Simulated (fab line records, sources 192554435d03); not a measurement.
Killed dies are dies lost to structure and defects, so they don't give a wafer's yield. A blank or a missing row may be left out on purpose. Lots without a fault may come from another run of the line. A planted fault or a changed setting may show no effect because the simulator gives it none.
fab line records | flow n5_finfet
record lots=10 wafers=30 last_day=18
route steps=1938 shown BEOL_M0@743 BEOL_M1@753 BEOL_M4@1111 PASSIVATION@1936
lots that met no fault: from a run of the same line without faults
start_h: hours from the record's first day to the start of the lot's first wafer shown | wait_h: hours since the lot's step before | " the same as in the row above | L1.1+2: a row that stands for several wafers | - no value, or no start given | * or withheld: withheld | < > ~ a bound
route shown NAME@n: a module of which the file shows steps, and the number in the route of the first | usual: mean/standard deviation of fault-free wafers | same: alike in all rows | chamber/n: place in a boat | sites: the reading at each site | _std_site: their standard deviation | _edge_site: outer sites' mean less inner sites' | radius_mm: how far each site lies from the wafer's centre | mask NAME#n: copy n | behind: the tool/chamber that last shaped the wafer | hold: why the lot was held/for how many hours/how that ended | device: the transistor (n, p or np) that didn't switch | end of line: the same wafers' tests at the end of the route | a step without rows: its recipe alone | killed: dies lost to structure and defects at the first sort, not the wafer's yield | map: a wafer's dies, x killed, . not, _ none there
set.NAME: the setting as run; set.NAME@STEP: as run at that earlier step | model.NAME: the simulator's own value behind a step, which no gauge read
steps of the route over a sample of lots; a table a step, a row a wafer
services: from which hour (start_h, from the record's first day; less than 0 if before it) a tool's chamber was out of use, for how many hours, and why
## steps
# step N5_BEOL_M0_CMP_120
# recipe stop_on=SiOC t_overpolish_s=6.9 down_force_psi=1 platen_rpm=50 clearing_platen_down_force_psi=1.5 clearing_platen_rpm=50 post_cmp_clean=cu_alkaline clearing_platen_pad_velocity_m_s=0.99484 pad_velocity_m_s=0.99484
# usual barrier_field_endpoint_s=3.64/0.11 clearing_platen_rpm=49.998/0.027 head_pressure_psi=1.0000/0.0023 motor_current_A=5.9/0.7 overpolish_run_s=6.900/0.0091 time_to_endpoint_s=64/3
# columns lot.wafer tool chamber start_h wait_h barrier_field_endpoint_s clearing_platen_rpm head_pressure_psi motor_current_A overpolish_run_s time_to_endpoint_s
L800.3 cmp-04 0 125.98 0.2 3.45 50.019 0.9968 5.4 6.903 62
L800.1 " 2 " " 3.80 49.983 1.0008 7.2 6.895 67
L800.5 " 0 " " 3.59 50.026 0.9971 5.5 6.901 60
L803.4 cmp-04 1 143.20 0.2 3.70 50.011 0.9983 6.2 6.892 66
L803.2 " 2 " " 3.76 50.017 1.0042 7.1 6.882 66
L803.5 " 0 " " 3.69 50.012 0.9991 5.4 6.907 60
L805.2 cmp-03 0 152.00 0.2 3.80 50.013 0.9960 5.6 6.897 64
L805.1 " 1 " " 3.69 49.995 1.0022 6.6 6.905 62
L805.6 " 1 " " 3.58 50.002 1.0021 6.4 6.901 62
L808.3 cmp-03 2 162.11 0.2 3.66 49.959 1.0036 6.6 6.910 57
L808.4 " 3 " " 3.63 49.933 0.9986 6.9 6.907 60
L808.2 " 0 " " 3.75 50.010 0.9999 5.8 6.894 63
L807.2 cmp-04 2 170.70 0.2 3.85 49.997 1.0024 6.9 6.906 72
L807.3 " 0 " " 3.88 50.032 1.0023 5.2 6.901 63
L807.5 " 1 " " 3.75 50.034 1.0047 6.3 6.898 70
L815.3 cmp-03 3 250.02 0.2 3.65 50.016 0.9982 6.4 6.895 67
L815.6 " 3 " " 3.63 50.023 1.0007 6.4 6.897 69
L815.5 " 0 " " 3.67 50.029 0.9990 5.7 6.902 64
L816.3 cmp-04 3 250.62 0.2 3.50 50.016 0.9950 5.1 6.912 61
L816.1 " 1 " " 3.69 50.024 0.9996 5.7 6.890 66
L816.6 " 3 " " 3.59 50.003 0.9995 5.5 6.893 64
L819.2 cmp-04 3 251.65 0.2 3.54 50.024 1.0012 5.1 6.893 63
L819.3 " 1 " " 3.62 50.040 1.0022 5.9 6.902 66
L819.6 " 2 " " 3.77 49.996 0.9970 6.8 6.901 69
L812.3 cmp-02 2 252.81 0.2 3.59 49.981 0.9974 6.1 6.899 66
L812.4 " 0 " " 3.63 49.994 1.0018 4.7 6.919 58
L812.5 " 1 " " 3.67 49.996 0.9973 5.4 6.887 65
L822.1 cmp-03 3 253.25 0.3 3.70 49.986 1.0014 6.5 6.893 65
L822.4 " 0 " " 3.79 49.976 0.9986 5.5 6.905 67
L822.5 " 2 " " 3.73 50.022 0.9980 6.7 6.921 64
# step N5_BEOL_M0_PRE_CLEAN_131
# recipe gas=NH3/H2 time_s=15 temp_c=* rf_power_w=300
# usual heater_power_w=74/15
# columns lot.wafer tool chamber start_h wait_h heater_power_w
L800.1 cvd_co-02 2 126.31 0.0 60
L800.3 " 2 " " 62
L800.5 " 0 " " 94
L803.2 cvd_co-01 1 143.45 0.0 77
L803.4 " 0 " " 59
L803.5 " 2 " " 66
L805.1 cvd_co-02 2 152.34 0.0 61
L805.2 " 0 " " 97
L805.6 " 2 " " 61
L808.2 cvd_co-01 2 162.44 0.0 65
L808.3 " 1 " " 81
L808.4 " 2 " " 64
L807.2 cvd_co-01 2 170.99 0.0 65
L807.3 " 1 " " 78
L807.5 " 2 " " 66
L815.3 cvd_co-01 1 250.35 0.0 77
L815.5 " 0 " " 57
L815.6 " 2 " " 66
L816.1 cvd_co-02 0 250.95 0.0 97
L816.3 " 1 " " 92
L816.6 " 0 " " 98
L819.2 cvd_co-02 2 251.94 0.0 60
L819.3 " 1 " " 91
L819.6 " 2 " " 62
L812.3 cvd_co-01 2 253.11 0.0 67
L812.4 " 1 " " 78
L812.5 " 0 " " 58
L822.1 cvd_co-02 1 253.55 0.0 93
L822.4 " 0 " " 97
L822.5 " 2 " " 62
# step N5_BEOL_M0_CO_CAP_123
# recipe material=Co target_thk_a=20 temp_c=200 precursor=CCTBA/H2 pressure_torr=30 time_s=102.1
# usual heater_power_w=223/19 run_length_s=124.9/0.36
# columns lot.wafer tool chamber start_h wait_h heater_power_w run_length_s
L800.1 cvd_co-02 2 126.37 0.0 206 125.1
L800.3 " 2 " " 199 125.0
L800.5 " 0 " " 252 124.8
L803.2 cvd_co-01 1 143.49 0.0 222 124.4
L803.4 " 0 " " 203 124.7
L803.5 " 2 " " 208 124.9
L805.1 cvd_co-02 2 152.38 0.0 204 125.3
L805.2 " 0 " " 252 124.9
L805.6 " 2 " " 205 125.2
L808.2 cvd_co-01 2 162.48 0.0 211 124.8
L808.3 " 1 " " 224 124.1
L808.4 " 2 " " 210 125.0
L807.2 cvd_co-01 2 171.03 0.0 210 125.0
L807.3 " 1 " " 227 124.5
L807.5 " 2 " " 214 124.6
L815.3 cvd_co-01 1 250.39 0.0 229 124.2
L815.5 " 0 " " 199 61.3
L815.6 " 2 " " 208 60.8
L816.1 cvd_co-02 0 250.99 0.0 252 125.0
L816.3 " 1 " " 245 125.6
L816.6 " 0 " " 249 124.7
L819.2 cvd_co-02 2 251.98 0.0 204 125.3
L819.3 " 1 " " 243 124.8
L819.6 " 2 " " 206 125.0
L812.3 cvd_co-01 2 253.15 0.0 211 124.9
L812.4 " 1 " " 233 124.2
L812.5 " 0 " " 201 61.6
L822.1 cvd_co-02 1 253.59 0.0 250 124.7
L822.4 " 0 " " 250 124.6
L822.5 " 2 " " 212 125.1
# step N5_BEOL_M1_PECVD_72
# recipe material=SiO2 target_thk_a=160 temp_c=400 precursor=TEOS/O2 pressure_torr=5.5 rf_w=450 teos_flow_sccm=53.8 gas=O2 flow_sccm=3000 time_s=18
# usual heater_power_w=783/130 showerhead_plenum_p_Torr=8.77/0.074 throttle_valve_pct=23.1/1.1
# columns lot.wafer tool chamber start_h wait_h heater_power_w showerhead_plenum_p_Torr throttle_valve_pct
L800.1 pecvd-03 1 126.76 0.0 815 8.78 23.5
L800.3 " 0 " " 735 8.87 23.5
L800.5 " 1 " " 796 8.76 23.2
L803.2 pecvd-02 0 144.13 0.0 744 8.78 23.1
L803.4 " 2 " " 911 8.70 21.7
L803.5 " 0 " " 720 8.74 23.2
L805.1 pecvd-03 1 152.73 0.0 799 8.76 23.3
L805.2 " 0 " " 708 8.85 23.3
L805.6 " 0 " " 712 8.84 23.4
L808.2 pecvd-01 0 162.85 0.0 804 8.90 25.4
L808.3 " 1 " " 701 8.82 23.3
L808.4 " 0 " " 813 8.92 25.3
L807.2 pecvd-02 1 171.38 0.0 731 8.73 23.0
L807.3 " 2 " " 877 8.71 21.9
L807.5 " 1 " " 718 8.75 22.9
L815.3 pecvd-01 0 250.74 0.0 780 8.91 25.6
L815.5 " 2 " " 1112 8.64 21.0
L815.6 " 0 " " 793 8.91 25.1
L816.1 pecvd-01 0 251.34 0.0 740 8.92 25.5
L816.3 " 2 " " 1090 8.64 21.2
L816.6 " 2 " " 1074 8.63 21.0
L819.2 pecvd-02 0 252.33 0.0 716 8.76 23.5
L819.3 " 1 " " 722 8.74 22.6
L819.6 " 1 " " 715 8.73 22.8
L812.3 pecvd-02 2 253.52 0.0 962 8.70 22.5
L812.4 " 0 " " 678 8.73 23.6
L812.5 " 1 " " 753 8.75 22.7
L822.1 pecvd-01 0 253.94 0.0 779 8.90 25.3
L822.4 " 0 " " 791 8.90 25.3
L822.5 " 1 " " 700 8.81 23.1
# step N5_BEOL_M4_RC_MEAS_101
# usual DIBL_N=36.3/1.9 DIBL_P=36.0/2.1 IOFF_N=0.16/0.031 IOFF_P=0.21/0.035 ION_N=675/14 ION_P=464/8.5 SS_N=71.5/0.6 SS_P=73.3/0.72 VT_N=250/3.2 VT_P=-250/3.1
# columns lot.wafer tool chamber start_h wait_h DIBL_N[mV/V] DIBL_P[mV/V] IOFF_N[nA/um] IOFF_P[nA/um] ION_N[uA/um] ION_P[uA/um] SS_N[mV/dec] SS_P[mV/dec] VT_N[mV] VT_P[mV]
L800.1 prober-02 0 162.43 0.0 37.9 38.3 0.19 0.27 683 472 71.8 74.1 247 -245
L800.3 " 0 " " 38.2 39.7 0.21 0.31 705 484 71.7 74.4 245 -244
L800.5 " 0 " " 37.5 38.2 0.19 0.27 688 470 71.7 74.0 245 -246
L803.2 prober-01 0 183.01 0.2 34.5 36.0 0.14 0.19 691 475 70.4 73.7 249 -252
L803.4 " 0 " " 34.5 36.8 0.14 0.20 673 464 70.9 74.3 251 -250
L803.5 " 0 " " 39.1 41.7 0.24 0.29 698 470 71.9 74.9 242 -247
L805.1 prober-01 0 192.67 0.0 34.9 35.4 0.14 0.21 667 468 71.2 72.8 249 -248
L805.2 " 0 " " 33.6 34.7 0.13 0.20 671 470 71.3 72.7 250 -248
L805.6 " 0 " " 33.5 34.3 0.14 0.21 681 480 71.0 72.3 249 -247
L808.2 prober-01 0 202.23 0.2 33.6 31.7 0.10 0.16 667 464 70.8 71.8 257 -254
L808.3 " 0 " " 36.4 35.0 0.14 0.21 675 462 72.4 72.9 252 -248
L808.4 " 0 " " 35.0 34.1 0.12 0.20 663 462 70.9 72.1 255 -249
L807.2 prober-02 0 207.27 0.2 39.5 38.3 0.19 0.27 675 465 72.0 73.3 249 -247
L807.3 " 0 " " 39.9 38.0 0.22 0.27 672 460 72.6 73.2 247 -244
L807.5 " 0 " " 36.4 35.1 0.16 0.22 677 470 70.3 72.6 251 -247
L816.1 prober-02 0 295.30 0.0 39.3 40.2 0.22 0.29 696 484 72.3 74.4 246 -245
L816.3 " 0 " " 36.0 35.6 0.15 0.19 694 475 70.8 73.4 249 -251
L816.6 " 0 " " 36.2 36.0 0.15 0.20 686 472 71.5 73.3 249 -252
L815.3 prober-01 0 302.67 0.3 33.1 32.6 0.11 0.14 665 450 69.9 72.3 255 -255
L815.5 " 0 " " 37.4 37.9 0.17 0.21 680 470 71.8 73.6 253 -252
L815.6 " 0 " " 33.9 34.1 0.12 0.15 664 453 70.9 72.7 254 -255
L819.2 prober-01 0 321.02 0.2 36.4 36.4 0.18 0.21 668 460 72.1 73.0 249 -249
L819.3 " 0 " " 36.8 38.3 0.19 0.24 685 466 71.9 74.0 247 -248
L819.6 " 0 " " 36.2 37.6 0.18 0.25 681 469 71.6 74.3 246 -246
L822.1 prober-02 0 324.58 0.0 35.8 36.4 0.15 0.23 676 469 72.4 73.1 251 -249
L822.4 " 0 " " 34.3 34.6 0.13 0.19 673 465 71.7 72.1 253 -250
L822.5 " 0 " " 36.3 36.0 0.15 0.21 676 465 72.0 72.5 251 -249
L812.3 prober-01 0 326.96 0.3 36.0 36.1 0.17 0.25 686 473 71.2 72.8 246 -243
L812.4 " 0 " " 35.6 35.3 0.16 0.23 681 468 71.7 72.9 247 -249
L812.5 " 0 " " 36.2 35.1 0.17 0.22 678 467 71.7 73.2 247 -248
# step N5_PASSIVATION_PROBE_49
# usual defect_limited_yield=91.0/1.5 killed_at_M0_to_M3=32/9.6 killed_at_M4_up=13/4.7 killed_at_contacts=13/7.2 killed_at_front_end=44/13 killed_at_other=4/3.4 killed_dies=106/18 killed_on_rim=14/4.2 killed_open=70/13 killed_short=35/8 sort_bin_5_function=5.3/0.97 sort_bin_6_memory=3.4/0.73 sort_n_pass=1074/18 sort_yield_pct=91.0/1.5
# same gross_dies=1180 killed_at_back_side=0 sort_bin_4_leakage[%]=0 sort_bin_8_speed[%]=0
# columns lot.wafer tool chamber start_h wait_h defect_limited_yield[%] killed_at_M0_to_M3 killed_at_M4_up killed_at_contacts killed_at_front_end killed_at_other killed_dies killed_on_rim killed_open killed_short sort_bin_5_function[%] sort_bin_6_memory[%] sort_n_pass sort_yield_pct[%]
L807.2 prober-02 - 290.53 0.1 91.1 33 15 7 36 14 105 14 68 35 5.3 3.3 1075 91.1
L807.3 prober-02 - 290.58 0.1 92.1 28 19 7 38 1 93 9 58 34 4.6 2.8 1087 92.1
L807.5 prober-02 - 290.68 0.2 91.3 35 18 3 45 2 103 8 60 40 4.9 3.6 1077 91.3
L812.3 prober-02 - 442.20 0.1 90.3 23 21 21 46 3 114 17 85 29 5.8 3.7 1066 90.3
L812.4 prober-02 - 442.25 0.2 90.8 30 20 16 40 3 109 14 82 26 5.3 3.6 1071 90.8
L812.5 prober-02 - 442.30 0.2 88.8 41 17 43 31 0 132 20 86 41 6.2 4.2 1048 88.8
# killed by level:class
L807.2 BEOL_M0_SAQP:geometric_particle:open=11 BEOL_M0_SAQP:geometric_particle:short=11 BEOL_M4:geometric_particle:open=9 FIN_SAQP:geometric_particle:open=7 STI_FIN_REVEAL:geometric_particle:open=7 BEOL_M2:geometric_particle:open=5 PASS1_CAP:geometric_particle:open=5 DUMMY_GATE:geometric_particle:open=4
L807.3 BEOL_M4:geometric_particle:open=11 BEOL_M0_SAQP:geometric_particle:open=9 FIN_SAQP:geometric_particle:short=8 BEOL_M0_SAQP:geometric_particle:short=8 MOL_CONTACT_COAG:geometric_particle:open=7 FIN_SAQP:geometric_particle:open=5 STI_FIN_REVEAL:geometric_particle:open=5 DUMMY_GATE:geometric_particle:open=5
L807.5 FIN_SAQP:geometric_particle:short=11 BEOL_M2:geometric_particle:open=9 DUMMY_GATE:geometric_particle:open=8 BEOL_M4:geometric_particle:open=8 FIN_SAQP:geometric_particle:open=7 GATE_CUT:geometric_particle:short=7 STI_FIN_REVEAL:geometric_particle:open=6 BEOL_M0_SAQP:geometric_particle:short=6
L812.3 FIN_SAQP:geometric_particle:open=20 MOL_CONTACT_COAG:geometric_particle:open=17 BEOL_M4:geometric_particle:open=9 BEOL_M1:geometric_particle:open=6 BEOL_M5:geometric_particle:open=6 GATE_CUT:geometric_particle:short=5 FIN_SAQP:geometric_particle:short=4 STI_FIN_REVEAL:geometric_particle:open=4
L812.4 MOL_CONTACT_COAG:geometric_particle:open=13 BEOL_M4:geometric_particle:open=13 FIN_SAQP:geometric_particle:open=12 STI_FIN_REVEAL:geometric_particle:open=7 BEOL_M3:geometric_particle:open=6 BEOL_M0:geometric_particle:open=5 DUMMY_GATE:geometric_particle:open=5 BEOL_M1:geometric_particle:open=5
L812.5 MOL_CONTACT_COAG:geometric_particle:open=34 BEOL_M0_SAQP:geometric_particle:short=11 MOL_CONTACT_COAG:geometric_particle:short=9 BEOL_M1:geometric_particle:open=9 FIN_SAQP:geometric_particle:open=7 BEOL_M4:geometric_particle:open=7 BEOL_M0_SAQP:geometric_particle:open=6 HKMG_FIN:area_etch=5
## services
# columns tool chamber start_h hours kind
cmp-04 - 104.29 4.8 pm
cvd_co-02 1 105.03 12.2 repair
cmp-04 - 110.98 0.7 repair
cvd_co-02 1 117.25 - clean
cvd_co-02 1 117.25 22.0 scheduled_down
cvd_co-02 1 117.25 22.0 vent_cycle
pecvd-03 2 145.82 5.5 scheduled_down
cmp-03 - 153.60 5.6 pm
pecvd-02 - 153.90 0.6 repair
pecvd-01 - 157.17 2.1 repair
pecvd-03 0 158.99 5.5 scheduled_down
cvd_co-01 - 177.96 0.5 repair
cmp-04 - 179.71 17.3 pm
cvd_co-02 - 180.74 0.7 repair
pecvd-02 - 191.55 2.8 pm
cmp-02 - 192.55 0.3 repair
cmp-04 - 208.65 19.4 repair
pecvd-01 0 210.55 5.5 scheduled_down
pecvd-01 2 216.01 5.5 scheduled_down
cvd_co-01 0 228.17 7.7 repair
pecvd-02 0 231.36 2.1 scheduled_down
pecvd-01 2 233.55 2.1 scheduled_down
cmp-02 - 234.08 4.0 pm
pecvd-02 1 236.93 5.5 scheduled_down
## key
first_sign step=N5_BEOL_M0_CO_CAP_123 reading=run_length_s direction=down sigmas=99+ usual=* struck=*
effect none on later readings
met_at N5_BEOL_M0_CO_CAP_123
struck_lots L812,L815
struck_wafers L812.5,L815.5,L815.6
not_acting_at N5_BEOL_M0_CMP_120,N5_BEOL_M0_PRE_CLEAN_131,N5_BEOL_M1_PECVD_72
onset_between 171.03 250.39
fault kind=process_parameter_drift tool=cvd_co-01 chamber=- onset_h=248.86 steps=N5_BEOL_M0_CO_CAP_123 channel=time_s offset=* shape=step end_h=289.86 scope=struck_wafers_only acts_in=* stated=*
